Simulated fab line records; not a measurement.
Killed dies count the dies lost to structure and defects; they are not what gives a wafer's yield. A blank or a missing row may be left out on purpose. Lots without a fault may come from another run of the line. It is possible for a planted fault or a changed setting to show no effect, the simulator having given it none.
Which of the tools did it? || flow nand-harc || Sampling: 14 lots, 42 wafers, 4 of 1302 route steps

WHAT THE GAUGES SHOWED, per wafer
NHARC_P_M0_CD_MEAS_09: target cd 90 nm.
{"lot": "L250", "measured": "day 6 07:29", "on": "cd-sem-01", "cd-nm (nm)": "90.4 90.1 90.2"}
{"lot": "L251", "measured": "day 6 10:26", "on": "cd-sem-01", "cd-nm (nm)": "90.0 89.7 90.4"}
{"lot": "L252", "measured": "day 6 21:55", "on": "cd-sem-03", "cd-nm (nm)": "90.1 90.1 89.8"}
{"lot": "L255", "measured": "day 8 06:13", "on": "cd-sem-03", "cd-nm (nm)": "91.2 90.6 90.5"}
{"lot": "L260", "measured": "day 10 12:28", "on": "cd-sem-02", "cd-nm (nm)": "108.4 108.0 108.0"}
{"lot": "L261", "measured": "day 10 20:46", "on": "cd-sem-03", "cd-nm (nm)": "108.0 108.2 108.0"}
{"lot": "L265", "measured": "day 12 06:55", "on": "cd-sem-03", "cd-nm (nm)": "89.4 89.3 90.1"}
{"lot": "L266", "measured": "day 13 00:20", "on": "cd-sem-01", "cd-nm (nm)": "89.7 89.6 89.1"}
{"lot": "L268", "measured": "day 13 14:06", "on": "cd-sem-03", "cd-nm (nm)": "90.1 90.8 90.8"}
{"lot": "L269", "measured": "day 14 01:37", "on": "cd-sem-03", "cd-nm (nm)": "90.1 89.8 90.0"}
{"lot": "L270", "measured": "day 14 15:34", "on": "cd-sem-01", "cd-nm (nm)": "90.9 90.6 90.8"}
{"lot": "L271", "measured": "day 14 22:17", "on": "cd-sem-02", "cd-nm (nm)": "89.5 90.0 90.1"}
{"lot": "L272", "measured": "day 15 03:17", "on": "cd-sem-01", "cd-nm (nm)": "89.8 89.5 88.8"}
{"lot": "L273", "measured": "day 15 17:02", "on": "cd-sem-02", "cd-nm (nm)": "89.9 89.4 90.2"}

EACH LOT AND THE TOOL THAT RAN IT (in order: tool; ch and the chambers of the sampled wafers; start)
{"lot": "L250", "NHARC_P_CONTACT_DESCUM_17": "rie-diel-11 ch 1,2, day 6 03:38", "NHARC_P_CONTACT_DEGAS_38": "pvd-sputter-01, day 6 05:13", "NHARC_P_M0_PEB_07": "litho-track-01 ch 0, day 6 07:24"}
{"lot": "L251", "NHARC_P_CONTACT_DESCUM_17": "rie-diel-01 ch 2,3, day 6 06:25", "NHARC_P_CONTACT_DEGAS_38": "pvd-sputter-03, day 6 08:02", "NHARC_P_M0_PEB_07": "litho-track-04 ch 0, day 6 10:22"}
{"lot": "L252", "NHARC_P_CONTACT_DESCUM_17": "rie-diel-11 ch 1,2,3, day 6 17:54", "NHARC_P_CONTACT_DEGAS_38": "pvd-sputter-03, day 6 19:30", "NHARC_P_M0_PEB_07": "litho-track-04 ch 0, day 6 21:50"}
{"lot": "L255", "NHARC_P_CONTACT_DESCUM_17": "rie-diel-08 ch 0,2,3, day 8 02:23", "NHARC_P_CONTACT_DEGAS_38": "pvd-sputter-01, day 8 03:59", "NHARC_P_M0_PEB_07": "litho-track-01 ch 0, day 8 06:08"}
{"lot": "L260", "NHARC_P_CONTACT_DESCUM_17": "rie-diel-08 ch 0,3, day 10 08:28", "NHARC_P_CONTACT_DEGAS_38": "pvd-sputter-02, day 10 10:06", "NHARC_P_M0_PEB_07": "litho-track-06 ch 0, day 10 12:23"}
{"lot": "L261", "NHARC_P_CONTACT_DESCUM_17": "rie-diel-08 ch 1,2, day 10 16:47", "NHARC_P_CONTACT_DEGAS_38": "pvd-sputter-03, day 10 18:23", "NHARC_P_M0_PEB_07": "litho-track-06 ch 0, day 10 20:41"}
{"lot": "L265", "NHARC_P_CONTACT_DESCUM_17": "rie-diel-08 ch 2,3, day 12 02:55", "NHARC_P_CONTACT_DEGAS_38": "pvd-sputter-03, day 12 04:31", "NHARC_P_M0_PEB_07": "litho-track-04 ch 0, day 12 06:50"}
{"lot": "L266", "NHARC_P_CONTACT_DESCUM_17": "rie-diel-11 ch 0,2, day 12 20:13", "NHARC_P_CONTACT_DEGAS_38": "pvd-sputter-01, day 12 21:52", "NHARC_P_M0_PEB_07": "litho-track-01 ch 0, day 13 00:16"}
{"lot": "L268", "NHARC_P_CONTACT_DESCUM_17": "rie-diel-01 ch 0,1,3, day 13 10:05", "NHARC_P_CONTACT_DEGAS_38": "pvd-sputter-02, day 13 11:43", "NHARC_P_M0_PEB_07": "litho-track-01 ch 0, day 13 14:01"}
{"lot": "L269", "NHARC_P_CONTACT_DESCUM_17": "rie-diel-08 ch 1,2, day 13 21:45", "NHARC_P_CONTACT_DEGAS_38": "pvd-sputter-02, day 13 23:20", "NHARC_P_M0_PEB_07": "litho-track-06 ch 0, day 14 01:32"}
{"lot": "L270", "NHARC_P_CONTACT_DESCUM_17": "rie-diel-08 ch 0,1, day 14 11:21", "NHARC_P_CONTACT_DEGAS_38": "pvd-sputter-03, day 14 12:57", "NHARC_P_M0_PEB_07": "litho-track-06 ch 0, day 14 15:29"}
{"lot": "L271", "NHARC_P_CONTACT_DESCUM_17": "rie-diel-11 ch 0,2,3, day 14 18:10", "NHARC_P_CONTACT_DEGAS_38": "pvd-sputter-02, day 14 19:54", "NHARC_P_M0_PEB_07": "litho-track-06 ch 0, day 14 22:13"}
{"lot": "L272", "NHARC_P_CONTACT_DESCUM_17": "rie-diel-11 ch 0,1,3, day 14 23:18", "NHARC_P_CONTACT_DEGAS_38": "pvd-sputter-03, day 15 00:53", "NHARC_P_M0_PEB_07": "litho-track-04 ch 0, day 15 03:12"}
{"lot": "L273", "NHARC_P_CONTACT_DESCUM_17": "rie-diel-11 ch 0,2,3, day 15 12:55", "NHARC_P_CONTACT_DEGAS_38": "pvd-sputter-02, day 15 14:38", "NHARC_P_M0_PEB_07": "litho-track-04 ch 0, day 15 16:58"}
- NHARC_P_CONTACT_DESCUM_17: chemistry O2, time 3 s.
- NHARC_P_CONTACT_DEGAS_38: time 60 s.
- NHARC_P_M0_PEB_07: peb time 65 s.

WHAT THE TOOLS THEMSELVES READ (means of the sampled wafers that have a number; where no wafer has one, the mark that the record gives instead)
NHARC_P_CONTACT_DESCUM_17.
{"lot": "L250", "tool": "rie-diel-11", "drypump-motor-current-A (A)": 5.6, "mfc-ar-sccm (sccm)": 0.018, "oes-product-au (a.u.)": 1.001, "rf-vpp-V (V)": 56.6, "showerhead-plenum-p-Torr (Torr)": 1.89, "throttle-valve-pct (%)": 11.313}
{"lot": "L251", "tool": "rie-diel-01", "drypump-motor-current-A (A)": 5.2, "mfc-ar-sccm (sccm)": 0.003, "oes-product-au (a.u.)": 0.996, "rf-vpp-V (V)": 57.9, "showerhead-plenum-p-Torr (Torr)": 2.01, "throttle-valve-pct (%)": 11.313}
{"lot": "L252", "tool": "rie-diel-11", "drypump-motor-current-A (A)": 5.5, "mfc-ar-sccm (sccm)": 0.019, "oes-product-au (a.u.)": 0.998, "rf-vpp-V (V)": 57.9, "showerhead-plenum-p-Torr (Torr)": 1.97, "throttle-valve-pct (%)": 11.311}
{"lot": "L255", "tool": "rie-diel-08", "drypump-motor-current-A (A)": 6.1, "mfc-ar-sccm (sccm)": 0.007, "oes-product-au (a.u.)": 1.001, "rf-vpp-V (V)": 57.3, "showerhead-plenum-p-Torr (Torr)": 1.85, "throttle-valve-pct (%)": 11.300}
{"lot": "L260", "tool": "rie-diel-08", "drypump-motor-current-A (A)": 6.0, "mfc-ar-sccm (sccm)": 0.003, "oes-product-au (a.u.)": 1.005, "rf-vpp-V (V)": 57.5, "showerhead-plenum-p-Torr (Torr)": 1.92, "throttle-valve-pct (%)": 11.310}
{"lot": "L261", "tool": "rie-diel-08", "drypump-motor-current-A (A)": 5.9, "mfc-ar-sccm (sccm)": 0.017, "oes-product-au (a.u.)": 1.002, "rf-vpp-V (V)": 57.2, "showerhead-plenum-p-Torr (Torr)": 1.78, "throttle-valve-pct (%)": 11.313}
{"lot": "L265", "tool": "rie-diel-08", "drypump-motor-current-A (A)": 6.5, "mfc-ar-sccm (sccm)": 0.010, "oes-product-au (a.u.)": 1.002, "rf-vpp-V (V)": 58.4, "showerhead-plenum-p-Torr (Torr)": 1.79, "throttle-valve-pct (%)": 11.314}
{"lot": "L266", "tool": "rie-diel-11", "drypump-motor-current-A (A)": 5.8, "mfc-ar-sccm (sccm)": 0.012, "oes-product-au (a.u.)": 1.003, "rf-vpp-V (V)": 57.8, "showerhead-plenum-p-Torr (Torr)": 1.81, "throttle-valve-pct (%)": 11.309}
{"lot": "L268", "tool": "rie-diel-01", "drypump-motor-current-A (A)": 5.7, "mfc-ar-sccm (sccm)": 0.014, "oes-product-au (a.u.)": 1.000, "rf-vpp-V (V)": 57.9, "showerhead-plenum-p-Torr (Torr)": 1.95, "throttle-valve-pct (%)": 11.318}
{"lot": "L269", "tool": "rie-diel-08", "drypump-motor-current-A (A)": 5.9, "mfc-ar-sccm (sccm)": 0.017, "oes-product-au (a.u.)": 1.002, "rf-vpp-V (V)": 57.2, "showerhead-plenum-p-Torr (Torr)": 1.78, "throttle-valve-pct (%)": 11.315}
{"lot": "L270", "tool": "rie-diel-08", "drypump-motor-current-A (A)": 5.7, "mfc-ar-sccm (sccm)": 0.006, "oes-product-au (a.u.)": 1.006, "rf-vpp-V (V)": 56.5, "showerhead-plenum-p-Torr (Torr)": 1.91, "throttle-valve-pct (%)": 11.304}
{"lot": "L271", "tool": "rie-diel-11", "drypump-motor-current-A (A)": 5.6, "mfc-ar-sccm (sccm)": 0.013, "oes-product-au (a.u.)": 1.008, "rf-vpp-V (V)": 57.8, "showerhead-plenum-p-Torr (Torr)": 1.89, "throttle-valve-pct (%)": 11.318}
{"lot": "L272", "tool": "rie-diel-11", "drypump-motor-current-A (A)": 5.5, "mfc-ar-sccm (sccm)": 0.013, "oes-product-au (a.u.)": 0.993, "rf-vpp-V (V)": 58.5, "showerhead-plenum-p-Torr (Torr)": 1.97, "throttle-valve-pct (%)": 11.314}
{"lot": "L273", "tool": "rie-diel-11", "drypump-motor-current-A (A)": 5.6, "mfc-ar-sccm (sccm)": 0.013, "oes-product-au (a.u.)": 1.005, "rf-vpp-V (V)": 57.5, "showerhead-plenum-p-Torr (Torr)": 1.89, "throttle-valve-pct (%)": 11.307}

NHARC_P_CONTACT_DEGAS_38.
{"lot": "L250", "tool": "pvd-sputter-01", "heater-power-w (W)": 546}
{"lot": "L251", "tool": "pvd-sputter-03", "heater-power-w (W)": 468}
{"lot": "L252", "tool": "pvd-sputter-03", "heater-power-w (W)": 485}
{"lot": "L255", "tool": "pvd-sputter-01", "heater-power-w (W)": 524}
{"lot": "L260", "tool": "pvd-sputter-02", "heater-power-w (W)": 486}
{"lot": "L261", "tool": "pvd-sputter-03", "heater-power-w (W)": 467}
{"lot": "L265", "tool": "pvd-sputter-03", "heater-power-w (W)": 465}
{"lot": "L266", "tool": "pvd-sputter-01", "heater-power-w (W)": 473}
{"lot": "L268", "tool": "pvd-sputter-02", "heater-power-w (W)": 467}
{"lot": "L269", "tool": "pvd-sputter-02", "heater-power-w (W)": 477}
{"lot": "L270", "tool": "pvd-sputter-03", "heater-power-w (W)": 479}
{"lot": "L271", "tool": "pvd-sputter-02", "heater-power-w (W)": 523}
{"lot": "L272", "tool": "pvd-sputter-03", "heater-power-w (W)": 474}
{"lot": "L273", "tool": "pvd-sputter-02", "heater-power-w (W)": 460}

NHARC_P_M0_PEB_07.
{"lot": "L250", "tool": "litho-track-01", "heater-power-total-W (W)": 157.1, "plate-temp-C (C)": 100.13, "resist-line-temp-C (C)": 22.88}
{"lot": "L251", "tool": "litho-track-04", "heater-power-total-W (W)": 156.7, "plate-temp-C (C)": 99.90, "resist-line-temp-C (C)": 22.90}
{"lot": "L252", "tool": "litho-track-04", "heater-power-total-W (W)": 156.9, "plate-temp-C (C)": 99.83, "resist-line-temp-C (C)": 22.87}
{"lot": "L255", "tool": "litho-track-01", "heater-power-total-W (W)": 156.4, "plate-temp-C (C)": 99.95, "resist-line-temp-C (C)": 23.05}
{"lot": "L260", "tool": "litho-track-06", "heater-power-total-W (W)": 168.6, "plate-temp-C (C)": 105.73, "resist-line-temp-C (C)": 22.95}
{"lot": "L261", "tool": "litho-track-06", "heater-power-total-W (W)": 168.9, "plate-temp-C (C)": 105.79, "resist-line-temp-C (C)": 22.96}
{"lot": "L265", "tool": "litho-track-04", "heater-power-total-W (W)": 156.8, "plate-temp-C (C)": 100.06, "resist-line-temp-C (C)": 23.06}
{"lot": "L266", "tool": "litho-track-01", "heater-power-total-W (W)": 156.8, "plate-temp-C (C)": 99.85, "resist-line-temp-C (C)": 23.06}
{"lot": "L268", "tool": "litho-track-01", "heater-power-total-W (W)": 156.2, "plate-temp-C (C)": 100.08, "resist-line-temp-C (C)": 22.94}
{"lot": "L269", "tool": "litho-track-06", "heater-power-total-W (W)": 156.4, "plate-temp-C (C)": 99.91, "resist-line-temp-C (C)": 23.02}
{"lot": "L270", "tool": "litho-track-06", "heater-power-total-W (W)": 156.8, "plate-temp-C (C)": 100.07, "resist-line-temp-C (C)": 23.08}
{"lot": "L271", "tool": "litho-track-06", "heater-power-total-W (W)": 157.0, "plate-temp-C (C)": 99.88, "resist-line-temp-C (C)": 22.90}
{"lot": "L272", "tool": "litho-track-04", "heater-power-total-W (W)": 156.7, "plate-temp-C (C)": 99.87, "resist-line-temp-C (C)": 22.95}
{"lot": "L273", "tool": "litho-track-04", "heater-power-total-W (W)": 156.4, "plate-temp-C (C)": 100.20, "resist-line-temp-C (C)": 22.90}

THE ANSWER, worked out from the rows above alone
Rule: what is usual is taken from the lots themselves. Put in order of their means at a reading, lots are off if they are a third of the lots or fewer, leave a main group of 4 or more, and stand apart from it by a gap of 3 or more times the standard deviation of the main group's means; of several such gaps the widest counts. If all means in a main group match to the digits the tables above print for the reading, that group is not used. A lot without any number at a reading at which 4 lots or more have one is off too. Any other lot the step has rows for is counted as sound. First the gauges in route order, then the tools' own readings, where a lot's mean is used as printed above. The first step at which some lot is off is used, and at that step the reading that is off furthest; a lot without a number counts as furthest.
Off, at NHARC_P_M0_CD_MEAS_09 on cd-nm: L260, L261. The main group: mean 90.0 nm, standard deviation 0.45.
A tool fits if, at a process step before that reading, it ran every lot that is off, and no sound lot after the first of them. The gauges at NHARC_P_M0_CD_MEAS_09 aren't tried: what is off there is off at NHARC_P_M0_PEB_07 too, on other tools, and a gauge's error can't cause that. No candidate that was tried fits.

WHAT HAD BEEN PUT IN BY THE SIMULATOR
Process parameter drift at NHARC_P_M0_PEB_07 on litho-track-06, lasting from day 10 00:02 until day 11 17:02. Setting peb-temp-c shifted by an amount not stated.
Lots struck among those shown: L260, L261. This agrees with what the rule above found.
